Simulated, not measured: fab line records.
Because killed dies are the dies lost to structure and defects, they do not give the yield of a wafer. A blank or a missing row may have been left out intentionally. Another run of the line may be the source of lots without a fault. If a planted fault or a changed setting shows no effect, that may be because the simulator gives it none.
fab line records -- flow nandHarc
record: lots: 5, wafers: 15, lastDay: 23
route steps=1159 shown P_M0@266 P_M1@285 END@1159
lots that met no fault: taken from a fault-free run of the same line
startH: hours from the record's first day to the start of the lot's first wafer shown -- waitH: how many hours have passed since the lot's step before this one -- " as in the row above -- L1.1+2: a single row standing in for several wafers -- - no value, or no start given -- * or withheld: withheld -- < > ~ a bound
route shown NAME@n: NAME is a module with steps in the file, n the number in the route of the first one -- usual: the fault-free wafers' mean and standard deviation -- same: alike in all rows -- chamber/n: place in a boat -- sites: per-site readings -- _std_site: the standard deviation of these -- _edge_site: outer sites' mean less inner sites' -- radiusMm: how far each site lies from the wafer's centre -- mask NAME#n: copy n -- behind: the tool/chamber that last shaped the wafer -- hold: the reason the lot was held/the length of the hold in hours/how it ended -- device: transistor that didn't switch, given as n, p or np -- end of line: the same wafers' tests at the end of the route -- for a step that has no rows: nothing shown but its recipe -- killed: at the first sort, the dies lost to defects and structure; wafer yield is something else -- map: a wafer's dies, x killed, . not, _ none there
set.NAME: the setting as run; set.NAME@STEP: as run at that earlier step -- model.NAME: the simulator's own value behind a step, which no gauge read
lots at selected steps of the route; one table per step, one row per wafer
services: a tool's chamber out of use, with start hour (startH, from the record's first day; less than 0 if before it), hours out, and reason
== steps ==
step: NHARC_P_M0_DESCUM_14
recipe: timeS: 3, o2FlowSccm: 200, arFlowSccm: 0, biasPowerW: 0, chemistry: O2
step: NHARC_P_M0_ETCH_34
recipe: targetDepthA: 400, overetchA: 120, timeS: 43.94, ionEnergyEv: 200, n2FlowSccm: 150, h2FlowSccm: 150, arFlowSccm: 0, rfW: 400, biasW: 150, chemistry: N2/H2
step: NHARC_P_M0_ETCH_15
recipe: targetDepthA: 1500, overetchA: 150, timeS: 82.5, c4f8FlowSccm: withheld, arFlowSccm: 400, rfW: 600, biasW: 300, chemistry: C4F8/Ar
step: NHARC_P_M0_STRIP_18
recipe: powerW: 1000, n2FlowSccm: 150, h2FlowSccm: 150, arFlowSccm: 0, biasW: 0, chemistry: N2/H2
step: NHARC_P_M0_STRIP_19
recipe: timeS: 600, tempC: 30, chemistry: postEtchResidueRemover
step: NHARC_P_M0_DEGAS_28
recipe: tempC: 250, timeS: 60
step: NHARC_P_M0_PRE_CLEAN_29
recipe: timeS: 30, tempC: 280, gas: H2/He
step: NHARC_P_M0_PVD_20
recipe: targetThkA: 50, biasV: 168.6, powerW: 15000, chamberPressurePa: 0.12, timeS: 8.06, substrateTempC: 50, material: TaN
step: NHARC_P_M0_PVD_21
recipe: targetThkA: 300, chamberPressurePa: 5, powerW: 5000, substrateTempC: 30, timeS: 20.49, material: Cu
usual: throttleValvePct: 30.2/0.86
lot.wafer,tool,chamber,startH,waitH,throttleValvePct
L981.3,pvdSputter-01,-,140.11,-,29.5
L981.2,pvdSputter-01,-,140.11,-,30.8
L981.5,pvdSputter-01,-,140.11,-,29.6
L993.2,pvdSputter-01,-,213.91,-,31.0
L993.3,pvdSputter-01,-,213.91,-,31.1
L993.5,pvdSputter-01,-,213.91,-,29.7
L994.2,pvdSputter-01,-,214.53,-,29.6
L994.4,pvdSputter-01,-,214.53,-,31.0
L994.5,pvdSputter-01,-,214.53,-,30.9
L995.1,pvdSputter-01,-,217.70,-,29.8
L995.3,pvdSputter-01,-,217.70,-,30.8
L995.2,pvdSputter-01,-,217.70,-,31.1
L996.1,pvdSputter-03,-,229.21,-,31.3
L996.2,pvdSputter-03,-,229.21,-,28.5
L996.5,pvdSputter-03,-,229.21,-,31.4
step: NHARC_P_M0_ECD_22
recipe: targetThkA: 4000, bathTempC: 25, material: Cu
step: NHARC_P_M0_ANNEAL_30
recipe: tempC: 225, timeS: 90
step: NHARC_P_M0_CMP_23
recipe: tOverpolishS: 20, targetThkNm: 117.53
step: NHARC_P_M0_SRD_25
step: NHARC_P_M0_PRE_CLEAN_31
recipe: timeS: 12, tempC: 370, rfPowerW: 300, gas: NH3
step: NHARC_P_M0_DEP_32
recipe: targetThkA: 300, tempC: 370, targetThkNm: 30, pressureTorr: 3, flowSccm: 200, rfW: 450, material: SiCN
step: NHARC_P_M1_DEP_00
recipe: targetThkA: 1825, targetThkNm: 182.5, tempC: withheld, pressureTorr: 5, flowSccm: 200, rfW: 600, material: SiOC
step: NHARC_P_M1_DEHYDRATE_01
recipe: tempC: 150, timeS: 120
step: NHARC_P_M1_HMDS_02
recipe: timeS: 30
step: NHARC_P_M1_COAT_34
recipe: tempC: 200, timeS: 65
step: NHARC_P_M1_COAT_03
recipe: spinRpm: 1500, resistThkNm: 90
step: NHARC_P_M1_SOFTBAKE_04
recipe: tempC: 105, timeS: 55
step: NHARC_P_M1_EBR_05
step: NHARC_P_M1_EXPOSE_06
recipe: na: 1.35, targetCdNm: 130, doseMj: 81.88, maskId: P_M1
step: NHARC_P_M1_PEB_07
recipe: pebTempC: 100, pebTimeS: 65
step: NHARC_P_M1_DEVELOP_08
recipe: developTimeS: 35, devTempC: 23
step: NHARC_P_M1_DESCUM_14
recipe: timeS: 3, o2FlowSccm: 200, arFlowSccm: 0, biasPowerW: 0, chemistry: O2
step: NHARC_P_M1_ETCH_35
recipe: targetDepthA: 400, overetchA: 120, timeS: 43.94, ionEnergyEv: 200, n2FlowSccm: 150, h2FlowSccm: 150, arFlowSccm: 0, rfW: 400, biasW: 150, chemistry: N2/H2
step: NHARC_P_M1_ETCH_15
recipe: targetDepthA: 1825, timeS: 91.2, c4f8FlowSccm: withheld, arFlowSccm: 400, rfW: 600, biasW: 300, chemistry: C4F8/Ar
step: NHARC_P_M1_STRIP_18
recipe: powerW: 1000, n2FlowSccm: 150, h2FlowSccm: 150, arFlowSccm: 0, biasW: 0, chemistry: N2/H2
step: NHARC_P_M1_ETCH_28
recipe: targetDepthA: 300, overEtchFrac: 0.3, timeS: 72.99, ionEnergyEv: 150, cf4FlowSccm: 50, n2FlowSccm: 100, arFlowSccm: 150, rfW: 300, biasW: 100, chemistry: CF4/N2
step: NHARC_P_M1_STRIP_19
recipe: timeS: 600, tempC: 30, chemistry: postEtchResidueRemover
step: NHARC_END_SORT_01
recipe: tempC: 25
usual: defectLimitedYield: 95.3/1.5, killedAtArray: 28/10, killedAtOther: 0.6/1.1, killedAtPeriphery: 3.6/2.6, killedDies: 32/10, killedOpen: 3.3/1.8, killedShort: 1.9/1.4, sort_bin_2_pct: 1.5/0.61, sort_bin_3_pct: 0.27/0.2, sort_bin_4_pct: 3.0/1, sortNPass: 645/10, sortRimYieldPct: 97.3/1.9, sortYieldPct: 95.3/1.5
same: grossDies: 677, sort_bin_5_pct[%]: 0, sort_bin_6_pct[%]: 0, sort_bin_7_pct[%]: 0, sort_bin_8_pct[%]: 0, sortRimNGross: 106.00
lot.wafer,tool,chamber,startH,waitH,defectLimitedYield[%],killedAtArray,killedAtOther,killedAtPeriphery,killedDies,killedOpen,killedShort,sort_bin_2_pct[%],sort_bin_3_pct[%],sort_bin_4_pct[%],sortNPass,sortRimYieldPct[%],sortYieldPct[%]
L981.2,prober-02,0,450.17,2.8,95.3,28,0,4,32,3,1,1.0,0.30,3.4,645,96.2,95.3
L981.3,prober-02,0,450.98,3.1,96.9,17,0,4,21,2,2,1.3,0.44,1.3,656,100.0,96.9
L981.5,prober-02,0,452.60,3.7,94.5,32,1,4,37,4,2,2.2,0.15,3.1,640,99.1,94.5
L993.5,prober-01,0,526.40,3.7,0.7,33,0,639,672,7,1,95.4,0.44,3.4,5,1.9,0.7
L995.1,prober-01,0,542.17,2.5,0.7,38,0,634,672,2,3,95.6,0.15,3.5,5,0.9,0.7
L995.2,prober-01,0,542.97,2.8,95.1,30,2,1,33,2,2,2.2,0.44,2.2,644,94.3,95.1
L995.3,prober-01,0,543.76,3.1,95.3,31,0,1,32,3,1,1.8,0.30,2.7,645,98.1,95.3
L994.2,prober-02,0,548.62,2.8,0.7,21,0,651,672,5,4,96.3,0.15,2.8,5,0,0.7
L994.4,prober-02,0,550.22,3.4,96.5,18,0,6,24,4,2,1.0,0.30,2.2,653,97.2,96.5
L994.5,prober-02,0,551.02,3.7,95.4,28,0,3,31,4,3,1.6,0.30,2.7,646,96.2,95.4
L996.1,prober-02,0,555.61,2.5,96.9,21,0,0,21,3,4,1.0,0.15,1.9,656,98.1,96.9
L996.2,prober-02,0,556.41,2.8,97.2,18,0,1,19,5,2,0.7,0,2.1,658,96.2,97.2
L996.5,prober-02,0,558.83,3.7,96.6,17,1,5,23,6,3,1.3,0.15,1.9,654,97.2,96.6
killed by level:class
L981.2 A_CHANNEL_HOLE_D1:chamberFilmFlake=10 A_STAIRCASE:chamberFilmFlake=7 A_SLIT:chamberFilmFlake=4 P_GATE:chamberFilmFlake=2 A_ZERO_WELL:chamberFilmFlake=2 A_CONTACT:chamberFilmFlake=2 P_CONTACT:geometricParticle:open=1 A_ONON_D1:geometricParticle:short=1
L981.3 A_CHANNEL_HOLE_D1:chamberFilmFlake=7 A_CONTACT:chamberFilmFlake=3 A_STAIRCASE:chamberFilmFlake=2 P_M0:geometricParticle:open=1 A_ONON_D1:geometricParticle:short=1 A_CONTACT:geometricParticle:short=1 A_M0:geometricParticle:open=1 P_ZERO_WELL:chamberFilmFlake=1
L981.5 A_CHANNEL_HOLE_D1:chamberFilmFlake=21 A_STAIRCASE:chamberFilmFlake=4 P_GATE:chamberFilmFlake=2 A_CONTACT:chamberFilmFlake=2 P_CONTACT:geometricParticle:short=1 P_M0:geometricParticle:open=1 A_WL_FILL:geometricParticle:short=1 A_CONTACT:geometricParticle:open=1
L993.5 P_M0:areaPvd=637 A_CHANNEL_HOLE_D1:chamberFilmFlake=22 A_CONTACT:geometricParticle:open=2 A_CONTACT:chamberFilmFlake=2 P_M1:geometricParticle:open=1 A_ONON_D1:geometricParticle:open=1 A_CHANNEL_HOLE_D1:geometricParticle:open=1 A_CHANNEL_HOLE_D1:geometricParticle:short=1
L995.1 P_M0:areaPvd=631 A_SLIT:chamberFilmFlake=17 A_STAIRCASE:chamberFilmFlake=7 A_CONTACT:chamberFilmFlake=6 P_GATE:chamberFilmFlake=2 A_ONON_D1:geometricParticle:short=1 A_CHANNEL_FILL_D1:geometricParticle:short=1 A_CHANNEL_FILL_D1:geometricParticle:open=1
L995.2 A_SLIT:chamberFilmFlake=13 A_CONTACT:chamberFilmFlake=5 A_CHANNEL_HOLE_D1:chamberFilmFlake=4 A_STAIRCASE:chamberFilmFlake=4 P_M0:geometricParticle:open=1 A_CHANNEL_FILL_D1:geometricParticle:short=1 A_SGD_CUT:geometricParticle:short=1 A_CONTACT:geometricParticle:open=1
L995.3 A_SLIT:chamberFilmFlake=16 A_CHANNEL_HOLE_D1:chamberFilmFlake=6 A_STAIRCASE:chamberFilmFlake=4 A_CONTACT:geometricParticle:open=2 P_M0:geometricParticle:short=1 A_M1:geometricParticle:open=1 A_ZERO_WELL:chamberFilmFlake=1 A_CONTACT:chamberFilmFlake=1
L994.2 P_M0:areaPvd=645 A_CHANNEL_HOLE_D1:chamberFilmFlake=8 A_CONTACT:chamberFilmFlake=4 A_SGD_CUT:chamberFilmFlake=3 P_CONTACT:geometricParticle:open=2 A_CHANNEL_FILL_D1:geometricParticle:short=2 P_STI:geometricParticle:short=1 P_GATE:geometricParticle:open=1
L994.4 A_CHANNEL_HOLE_D1:chamberFilmFlake=7 A_SGD_CUT:chamberFilmFlake=4 P_CONTACT:geometricParticle:open=2 P_M0:chamberFilmFlake=2 A_WL_FILL:chamberFilmFlake=2 P_M0:geometricParticle:short=1 P_M1:geometricParticle:open=1 A_CONTACT:geometricParticle:open=1
L994.5 A_SGD_CUT:chamberFilmFlake=8 A_CHANNEL_HOLE_D1:chamberFilmFlake=7 A_STAIRCASE:chamberFilmFlake=5 A_CONTACT:chamberFilmFlake=3 A_ONON_D1:geometricParticle:short=2 P_GATE:geometricParticle:open=1 P_M0:geometricParticle:open=1 A_ONON_D1:geometricParticle:open=1
L996.1 A_CHANNEL_HOLE_D1:chamberFilmFlake=5 A_CONTACT:chamberFilmFlake=4 A_STAIRCASE:chamberFilmFlake=3 A_SLIT:chamberFilmFlake=2 A_ONON_D1:geometricParticle:short=1 A_ONON_D1:geometricParticle:open=1 A_CHANNEL_HOLE_D1:geometricParticle:short=1 A_SGD_CUT:geometricParticle:short=1
L996.2 A_CONTACT:chamberFilmFlake=4 A_CONTACT:geometricParticle:open=2 A_ZERO_WELL:chamberFilmFlake=2 A_CHANNEL_HOLE_D1:chamberFilmFlake=2 A_STAIRCASE:chamberFilmFlake=2 P_CONTACT:geometricParticle:open=1 A_SOURCE_PLATE:geometricParticle:short=1 A_ONON_D1:geometricParticle:short=1
L996.5 A_CHANNEL_HOLE_D1:chamberFilmFlake=6 A_CONTACT:chamberFilmFlake=4 P_GATE:geometricParticle:open=2 P_M1:geometricParticle:short=1 P_BONDPAD:geometricParticle:open=1 A_SOURCE_PLATE:geometricParticle:short=1 A_ONON_D1:geometricParticle:short=1 A_CHANNEL_HOLE_D1:geometricParticle:open=1
map L993.5 (x killed, . not)
____________x____________
_________xxxxxxx_________
_______xxxxxxxxxxx_______
______.xxxxxxxxxxxx______
_____xxxxxxxxxxxxxxx_____
____xxxxxxxxxxxxxxxxx____
____xxxxxxxxxxxxxxxxx____
___xxxxxxxxxxxxxxxxx.x___
___xxxxxxxxxxxxxxxxxxx___
__xxxxxxxxxxxxxxxxxxxxx__
__xxxxxxxxxxxxxxxxxxxxx__
_xxxxxxxxxxxxxxxxxxxxxxx_
_xxxxxxxxxxxxxxxxxx.xxxx_
_xxxxxxxxxxxxxxxxxxxxxxx_
_xxxxxxxxxxxxxxxxxxxxxxx_
_xxxxxxxxxxxxxxxxxxxxxx._
xxxxxxxxxxx.xxxxxxxxxxxxx
xxxxxxxxxxxxxxxxxxxxxxxxx
xxxxxxxxxxxxxxxxxxxxxxxxx
xxxxxxxxxxxxxxxxxxxxxxxxx
xxxxxxxxxxxxxxxxxxxxxxxxx
_xxxxxxxxxxxxxxxxxxxxxxx_
_xxxxxxxxxxxxxxxxxxxxxxx_
_xxxxxxxxxxxxxxxxxxxxxxx_
_xxxxxxxxxxxxxxxxxxxxxxx_
_xxxxxxxxxxxxxxxxxxxxxxx_
__xxxxxxxxxxxxxxxxxxxxx__
__xxxxxxxxxxxxxxxxxxxxx__
___xxxxxxxxxxxxxxxxxxx___
___xxxxxxxxxxxxxxxxxxx___
____xxxxxxxxxxxxxxxxx____
____xxxxxxxxxxxxxxxxx____
_____xxxxxxxxxxxxxxx_____
______xxxxxxxxxxxxx______
_______xxxxxxxxxxx_______
_________xxxxxxx_________
____________x____________
map L994.2 (x killed, . not)
____________x____________
_________xxxxxxx_________
_______xxxxxxxxxxx_______
______xxxxxxxxxxxxx______
_____xxxxxxxxxxxxxxx_____
____xxxxxxxxxxxxxxxxx____
____xxxx.xxxxxxxxxxxx____
___xxxxxxxxxxxxxxxxxxx___
___xxxxxxxxxxxx.xxxxxx___
__xxxxxxxxxxxxxxxxxxxxx__
__xxxxxxxxxxxxxxxxxxxxx__
_xxxxxxxx.xxxxxxxxxxxxxx_
_xxxxxxxxxxxxxxxxxxxxxxx_
_xxxxxxxxxxxxxxxxxxxxxxx_
_xxxxxxxxxxxxxxxxxxxxxxx_
_xxxxxxxxxxxxxxxxxxxxxxx_
xxxxxxxxxxxxxxxxxxxxxxxxx
xxxxxxxxxxxxxxxxxxxxxxxxx
xxxxxxxxxxxxxxxxxxxxxxxxx
xxxxxxxxxxxxxxxxxxxxxxxxx
xxxxxxxxxxxxxxxxxxxxxxxxx
_xxxxxxxxxxxxxxxxxxxxxxx_
_xxxxxxxxxxxxxxxxxxxxxxx_
_xxxxxxxxxxxxxxxxxxxxxxx_
_xxxxxxxxxx.xxxxxxxxxxxx_
_xxxxxxxxxxxxxxxxxxxxxxx_
__xxxxxxxx.xxxxxxxxxxxx__
__xxxxxxxxxxxxxxxxxxxxx__
___xxxxxxxxxxxxxxxxxxx___
___xxxxxxxxxxxxxxxxxxx___
____xxxxxxxxxxxxxxxxx____
____xxxxxxxxxxxxxxxxx____
_____xxxxxxxxxxxxxxx_____
______xxxxxxxxxxxxx______
_______xxxxxxxxxxx_______
_________xxxxxxx_________
____________x____________
== services ==
tool,chamber,startH,hours,kind
pvdSputter-01,-,158.00,10.0,pm
pvdSputter-01,-,175.58,8.5,repair
pvdSputter-03,-,184.24,3.6,repair
pvdSputter-03,-,204.25,5.1,repair
== key ==
firstSign: step: NHARC_END_SORT_01, reading: killedAtPeriphery, direction: up, sigmas: 99+, usual: 3.6, struck: 641.3
effect: step: NHARC_END_SORT_01, reading: sort_bin_2_pct, direction: up, sigmas: 99+, usual: 1.5, struck: 95.8
moreKillsBornAt: NHARC_P_M0_PVD_21@pvdSputter-01: 1913
metAt NHARC_P_M0_PVD_21
struckWafers L993.5,L994.2,L995.1
laterRowsLeftOut L993.5,L994.2,L995.1
fault: kind: processParameterDrift, tool: pvdSputter-01, chamber: -, onsetH: 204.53, steps: NHARC_P_M0_PVD_21, channel: targetThkA, offset: *, shape: step, endH: 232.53, actsIn: *, stated: *, scope: struckWafersOnly
laterRowsLeftOut: the simulator's readings of these wafers behind a module that went badly wrong aren't trusted and aren't shown, but for the sort
